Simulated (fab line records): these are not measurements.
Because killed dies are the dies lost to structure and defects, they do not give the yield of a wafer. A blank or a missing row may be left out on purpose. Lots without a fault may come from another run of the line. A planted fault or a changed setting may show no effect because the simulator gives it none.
Chamber matching -- flow n5 finfet -- 3 sister chambers for N5_BEOL_M5_PECVD_70 on pecvd-02
The step deposits SiO2 from TEOS/O2, target thk 16 nm, time 18 s. 6 wafers are shown with their chamber, then 9 later ones without.

== WAFERS WITH THEIR CHAMBER ==
wafer,chamber,heater power w (W),throttle valve pct (%)
L088.1,2,826,20.5
L088.2,1,555,21.4
L088.3,0,894,21.8
L089.1,2,795,20.6
L089.3,0,819,22.2
L089.4,1,510,21.0

== WAFERS WITHOUT THEIR CHAMBER ==
wafer,heater power w (W),throttle valve pct (%)
L092.2,824,21.9
L092.4,777,20.8
L092.6,538,21.4
L094.1,823,22.3
L094.2,844,21.0
L094.3,835,22.1
L096.2,569,21.3
L096.3,835,20.7
L096.5,555,21.3

== WHICH CHAMBER EACH WENT THROUGH ==
wafer,from the rows above,in truth
L092.2,0,0
L092.4,2,2
L092.6,1,1
L094.1,0,0
L094.2,2,2
L094.3,0,0
L096.2,1,1
L096.3,2,2
L096.5,1,1
Placed correctly: 9 of 9. Can't be placed from these rows: 0. Number placed wrongly: 0.
How it was worked out, from the rows above alone: a wafer's distance from a chamber is the root of the sum, over the readings, of the square of ((its reading less the chamber's mean) divided by the reading's scatter). If the next closest chamber is less than 2 further off than the closest, the wafer can't be placed; otherwise it belongs to the closest. A chamber's mean is the mean of its shown wafers. The scatter: the root of (the sum of the squares of (reading less its chamber's mean) over the shown wafers, divided by (wafers less chambers)).
